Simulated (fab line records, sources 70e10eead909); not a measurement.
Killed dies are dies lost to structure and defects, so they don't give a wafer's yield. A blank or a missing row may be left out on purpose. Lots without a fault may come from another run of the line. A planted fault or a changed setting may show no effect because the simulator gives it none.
Chamber matching | flow nand_harc | NHARC_A_CONTACT_ETCH_75 on rie_diel-04: 4 sister chambers
The step etches the open film in CF4, target depth 39 nm, time 65 s. 18 wafers are shown with their chamber, then 9 later ones without.

WAFERS WITH THEIR CHAMBER
wafer  | chamber | showerhead_plenum_p_Torr (Torr) | drypump_motor_current_A (A) | rf_vpp_V (V)
L075.1 | 3       | 1.69                            | 5.7                         | 149.7
L075.3 | 2       | 1.66                            | 5.8                         | 149.5
L075.5 | 0       | 1.85                            | 6.6                         | 152.0
L080.1 | 1       | 1.71                            | 5.9                         | 149.0
L080.4 | 2       | 1.66                            | 5.8                         | 150.1
L080.6 | 0       | 1.84                            | 6.5                         | 152.0
L082.2 | 1       | 1.71                            | 5.9                         | 150.3
L082.3 | 2       | 1.65                            | 5.8                         | 148.8
L082.5 | 1       | 1.71                            | 5.9                         | 149.4
L083.1 | 0       | 1.84                            | 6.6                         | 151.5
L083.2 | 3       | 1.69                            | 5.7                         | 149.7
L083.3 | 2       | 1.65                            | 5.9                         | 149.8
L086.2 | 2       | 1.65                            | 5.8                         | 150.0
L086.3 | 0       | 1.84                            | 6.6                         | 152.1
L086.5 | 0       | 1.84                            | 6.6                         | 151.1
L089.2 | 1       | 1.70                            | 5.9                         | 150.3
L089.3 | 2       | 1.65                            | 5.8                         | 148.7
L089.5 | 3       | 1.68                            | 5.6                         | 150.5

SIGNATURES (means of the wafers above)
reading                  | chamber 0 | chamber 1 | chamber 2 | chamber 3 | scatter within a chamber
showerhead_plenum_p_Torr | 1.8420    | 1.7075    | 1.6533    | 1.6867    | 0.00504
drypump_motor_current_A  | 6.580     | 5.900     | 5.817     | 5.667     | 0.0405
rf_vpp_V                 | 151.740   | 149.750   | 149.483   | 149.967   | 0.553
Rule: a wafer's distance from a chamber is the root of the sum, over the readings, of the square of ((its reading less the chamber's mean) divided by the reading's scatter). The wafer belongs to the nearest chamber; if the next one is less than 2 further off, it can't be placed. The scatter: the root of (the sum of the squares of (reading less its chamber's mean) over the shown wafers, divided by (wafers less chambers)).

WAFERS WITHOUT THEIR CHAMBER
wafer  | showerhead_plenum_p_Torr (Torr) | drypump_motor_current_A (A) | rf_vpp_V (V)
L093.1 | 1.70                            | 5.9                         | 149.7
L093.2 | 1.68                            | 5.7                         | 150.4
L093.4 | 1.65                            | 5.8                         | 148.8
L095.2 | 1.70                            | 5.9                         | 150.8
L095.3 | 1.84                            | 6.6                         | 152.8
L095.6 | 1.70                            | 5.9                         | 150.4
L097.3 | 1.65                            | 5.8                         | 149.7
L097.5 | 1.70                            | 5.9                         | 149.5
L097.6 | 1.84                            | 6.6                         | 150.6

WHICH CHAMBER EACH WENT THROUGH
wafer  | from the rows above | in truth
L093.1 | 1                   | 1
L093.2 | 3                   | 3
L093.4 | 2                   | 2
L095.2 | 1                   | 1
L095.3 | 0                   | 0
L095.6 | 1                   | 1
L097.3 | 2                   | 2
L097.5 | 1                   | 1
L097.6 | 0                   | 0
Placed correctly: 9 of 9. Can't be placed from these rows: 0. Placed wrongly: 0.
